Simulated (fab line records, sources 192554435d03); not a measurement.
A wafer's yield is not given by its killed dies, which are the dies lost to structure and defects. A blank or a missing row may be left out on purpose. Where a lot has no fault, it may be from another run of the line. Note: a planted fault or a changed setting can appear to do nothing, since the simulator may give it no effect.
Split-lot trial ; flow n5Finfet ; 21 wafers read from 7 lots, route of 1938 steps

== THE SPLIT ==
At N5_FIN_CUT_CUT_ETCH_26 (etches SiNx in CH3F/O2, target depth 39 nm, time 55.7 s), the setting sourceW was moved away from the recipe's 395 W on 11 of the 21 wafers read, by -17.3% to +16.9%. For the rest of the wafers, this setting stayed at what the recipe calls for.

The split's own step is where the reading is taken.

== THE READING ==
rfVppV, in V, at N5_FIN_CUT_CUT_ETCH_26 (etches SiNx in CH3F/O2, target depth 39 nm, time 55.7 s). Typical for fault-free wafers on this fab line: 298.9 V, with standard deviation 2.6 V.

wafer;tool, chamber at the split;sourceW as run, W;against the recipe;rfVppV, V;against lot-mates on the recipe
L074.1;rieDiel-02, 1;395;recipe;299.6;-
L074.2;rieDiel-02, 3;395;recipe;296.7;-
L074.3;rieDiel-02, 2;395;recipe;302.2;-
L075.1;rieDiel-04, 2;326.5;-17.3%;323.7;no lot-mate on the recipe
L075.3;rieDiel-04, 0;326.5;-17.3%;330.8;no lot-mate on the recipe
L075.5;rieDiel-04, 1;326.5;-17.3%;329.8;no lot-mate on the recipe
L081.2;rieDiel-05, 3;395;recipe;299.0;-
L081.3;rieDiel-05, 1;435.1;+10.2%;282.7;-16.3
L081.4;rieDiel-05, 2;435.1;+10.2%;279.4;-19.6
L084.3;rieDiel-02, 1;395;recipe;296.6;-
L084.4;rieDiel-02, 3;395;recipe;299.4;-
L084.6;rieDiel-02, 3;395;recipe;298.4;-
L085.1;rieDiel-05, 3;461.9;+16.9%;277.5;-22.3
L085.2;rieDiel-05, 0;395;recipe;299.8;-
L085.6;rieDiel-05, 3;461.9;+16.9%;277.9;-21.9
L092.2;rieDiel-02, 2;354.3;-10.3%;316.0;no lot-mate on the recipe
L092.3;rieDiel-02, 3;354.3;-10.3%;314.0;no lot-mate on the recipe
L092.5;rieDiel-02, 3;354.3;-10.3%;311.8;no lot-mate on the recipe
L094.2;rieDiel-02, 2;452.5;+14.6%;281.2;-17.7
L094.3;rieDiel-02, 3;395;recipe;297.5;-
L094.6;rieDiel-02, 3;395;recipe;300.2;-

THE FIT
A straight line over all 21 wafers: rfVppV changes by -1.5 V for each +1% of sourceW; r = -0.98; the points scatter about the line by 2.9 V.
The same after taking each lot's own level away (the mean of its wafers on the recipe; 15 wafers): -1.36 V for each +1%; r = -0.97; scatter 2.3 V.
That fit puts the effect of the largest move of sourceW on the reading at 24 V.
Across the lots, their own levels run from 298.13 to 299.80 V, a range of 0.6 times the standard deviation given above.
So the lot-to-lot level changes the slope little: the two slopes agree.
Check: with one of the wafers moved furthest among these (+16.9%) left out of the fit, the line predicts -23.8 V for it against its lot-mates. Against them it came out at -22.3 V.
Tool readings at the split's step, against how far the setting was moved: rfVppV r = -0.98.

== THE OTHER SPLITS THESE WAFERS WENT THROUGH ==
Other splits were also applied to these wafers ahead of the reading. Each is held against what the fit with the lots' levels taken away leaves over:
other split on the same wafers;wafers away from the commonest value;r with rfVppV (lot level and that fit taken away)
N5_WELL_APT_COAT_02 spinRpm;5;-0.21
N5_WELL_APT_PEB_06 pebTimeS;4;-0.02
N5_FIN_SAQP_FIN_ETCH_36 icpW;7;-0.36
N5_FIN_CUT_ETCH_21 timeS;6;-0.31

== FILE'S OWN FIT ==
rfVppV changes by -1.35 V for each +1% of sourceW, r = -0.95.
